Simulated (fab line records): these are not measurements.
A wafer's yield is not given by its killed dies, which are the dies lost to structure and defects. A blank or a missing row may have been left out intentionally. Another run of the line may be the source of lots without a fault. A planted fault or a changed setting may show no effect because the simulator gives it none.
Matching of chambers	flow n5 finfet	uv cure-03 running N5_BEOL_M7_CURE_75: 3 sister chambers
The step cures SiCOH lowk, time 120 s. 6 wafers are shown with their chamber, then 9 later ones without.

== EACH WAFER AND ITS CHAMBER ==
wafer	chamber	wafer_temp_C_max	lamp power pct (%)
L079.4	2	372.0	52.31
L079.6	2	371.7	52.31
L082.4	1	373.5	52.27
L082.6	1	373.3	52.27
L087.2	0	372.0	52.19
L087.5	0	372.1	52.29

== WAFERS WITHOUT THEIR CHAMBER ==
wafer	wafer_temp_C_max	lamp power pct (%)
L089.2	370.9	52.36
L089.3	371.4	52.30
L089.6	371.2	52.24
L092.1	372.5	52.28
L092.2	372.5	52.26
L092.6	372.2	52.27
L096.2	374.2	52.28
L096.4	372.9	52.31
L096.5	373.9	52.39

== CHAMBER TAKEN BY EACH ==
wafer	from the rows above	in truth
L089.2	can't be placed: 2 or 0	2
L089.3	can't be placed: 2 or 0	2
L089.6	can't be placed: 2 or 0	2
L092.1	can't be placed: 0 or 2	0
L092.2	can't be placed: 0 or 2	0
L092.6	can't be placed: 0 or 2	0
L096.2	1	1
L096.4	1	1
L096.5	1	1
Correctly placed: 3 of 9. These rows do not allow placing 6 (true chamber among the candidates in 6). Placed wrongly: 0.
How it was worked out, from the rows above alone: a wafer's distance from a chamber is the root of the sum, over the readings, of the square of ((its reading less the chamber's mean) divided by the reading's scatter). The wafer belongs to the nearest chamber; if the next one is less than 2 further off, it can't be placed. Each chamber's mean is taken over the wafers shown for it. The scatter: the root of (the sum of the squares of (reading less its chamber's mean) over the shown wafers, divided by (wafers less chambers)).
